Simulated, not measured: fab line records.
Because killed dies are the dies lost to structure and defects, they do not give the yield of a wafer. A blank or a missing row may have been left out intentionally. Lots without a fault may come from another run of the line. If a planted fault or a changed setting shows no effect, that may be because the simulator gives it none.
A lot that was struck, set against a sound lot | flow nand harc | 23 steps out of a route of 1159
Sound: these wafers, L108.3, L108.4, L108.5. The struck wafers were L114.1, L114.4, L114.6. The cause is given at the end.
At each step with rows: each side's tool, then ch and its chambers, then its first start. Under that, the readings that differ: sound wafers | struck wafers | difference of the means | sigmas: that difference in standard deviations of wafers without a fault.
alike: words and numbers the same on both sides, and readings whose means are apart by under 2 such deviations; not compared: readings that were withheld, readings missing a value for some wafer, numbers with overlapping values and no deviation given by the record, and bounds like >300 which may hide the same value.
The two part at a step that has a row with sigmas, a row that says differs or no value, or rows on one side only. Numbers that have no deviation but don't overlap get no sigmas and don't part them. Lack of a reading on every wafer of one side parts them only where that side has two or more wafers.

NHARC_A_CONTACT_CVD_19: deposits W, target thk 300 nm, time 802 s.
  sound on cvd w-02 ch 0,1; struck on cvd w-02 ch 0,1
  alike: heater power w, throttle valve pct
NHARC_A_CONTACT_CMP_20: polishes, t overpolish 30 s, target thk 300 nm.
  sound on cmp-01 ch 1,3, day 18 16:56; struck on cmp-01 ch 0,2,3, day 20 16:02
  alike: motor current A, overpolish run s, slurry filter dp kPa, time to endpoint s
after that, 1 step had no rows for these wafers: NHARC_A_CONTACT_SRD_22.
NHARC_A_CONTACT_INSPECT_23:
  sound: defect inspect-01 at day 18 17:20; struck: defect inspect-02 at day 20 16:23
  alike: raw defect count
then, 7 steps without rows for these wafers: NHARC_A_BLC_DEHYDRATE_00 (time 120 s); NHARC_A_BLC_HMDS_01 (time 30 s); NHARC_A_BLC_COAT_02 (time 75 s); NHARC_A_BLC_COAT_03 (time 65 s); NHARC_A_BLC_COAT_04 (resist thk 90 nm); NHARC_A_BLC_SOFTBAKE_05 (time 55 s); NHARC_A_BLC_EBR_06.
NHARC_A_BLC_EXPOSE_07: exposes mask A BLC, target cd 100 nm.
  sound on arfi scanner-01 ch 0, day 18 17:43; struck on arfi scanner-01 ch 0, day 20 16:45
  reading              | sound             | struck            | difference | sigmas
  exposure dose mJ cm2 | 68.04 68.06 67.93 | 89.95 89.93 90.03 | +21.96     | +99 or more
  alike: mask
then, 2 steps without rows for these wafers: NHARC_A_BLC_PEB_08 (peb time 65 s); NHARC_A_BLC_DEVELOP_09 (develop time 35 s).
NHARC_A_BLC_CD_MEAS_10: the cd target is 100 nm.
  sound on cd sem-02 ch 0, day 18 17:51; struck on cd sem-01 ch 0, day 20 16:53
  reading    | sound             | struck            | difference | sigmas
  cd nm (nm) | 100.4 100.1 100.4 | 117.7 116.8 117.6 | +17.1      | +33
NHARC_A_BLC_OVL_MEAS_11:
  sound: overlay-02 at day 18 17:56; struck: overlay-02 at day 20 16:59
  alike: overlay x nm, overlay y nm
NHARC_A_BLC_INSPECT_12:
  sound: defect inspect-01 at day 18 17:58; struck: defect inspect-01 at day 20 17:01
  alike: raw defect count
NHARC_A_BLC_DESCUM_15: chemistry O2, time 3 s.
  sound on rie diel-04 ch 1,3, day 18 18:02; struck on rie diel-03 ch 0,3, day 20 17:06
  alike: drypump motor current A, oes product au, rf vpp V, showerhead plenum p Torr, throttle valve pct
  not compared: rf hours counter h, model.A_BLC.cd nm
NHARC_A_BLC_ETCH_16: etches the open film in CF4, target depth 39 nm, time 65 s.
  sound on rie diel-04 ch 1,2,3, day 18 18:07; struck on rie diel-03 ch 0,1, day 20 17:28
  alike: bias w, drypump motor current A, oes product au, rf vpp V, showerhead plenum p Torr, throttle valve pct
  not compared: rf hours counter h
NHARC_A_BLC_ETCH_17: etches the open film in N2/H2, target depth 390 nm, time 609.38 s.
  sound on rie diel-04 ch 1,2; struck on rie diel-03 ch 2,3
  reading                | sound                | struck               | difference | sigmas
  throttle valve pct (%) | 14.156 14.154 14.177 | 14.179 14.179 14.185 | +0.019     | +2
  alike: bias w, drypump motor current A, oes product au, rf vpp V, showerhead plenum p Torr
  not compared: rf hours counter h
NHARC_A_BLC_ETCH_18: etches the open film in C4F8/O2/Ar, target depth 910 nm.
  sound on rie diel-04 ch 2,3; struck on rie diel-03 ch 0,1,2
  reading                | sound             | struck            | difference | sigmas
  model.A_BLC.cd nm (nm) | 102.2 101.5 98.51 | 116.4 118.3 118.6 | +17.0      |
  alike: bias w, oes product au, rf vpp V
  not compared: rf hours counter h
NHARC_A_BLC_CD_MEAS_19:
  sound: cd sem-03 at day 18 19:00; struck: cd sem-02 at day 20 18:30
  reading    | sound            | struck            | difference | sigmas
  cd nm (nm) | 102.2 101.5 98.1 | 116.4 118.2 118.4 | +17.1      | +13
NHARC_END_SORT_01:
  here the record holds rows for the struck wafers (prober-01 ch 0, day 22 13:10) but none for the sound ones

== WHERE THEY PART ==
Last at NHARC_END_SORT_01 as far as this record goes, first at NHARC_A_BLC_EXPOSE_07.

WHY: what had been put in by the simulator
Drift in process parameters on arfi scanner-01 at NHARC_A_BLC_EXPOSE_07, starting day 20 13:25. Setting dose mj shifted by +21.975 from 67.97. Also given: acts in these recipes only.
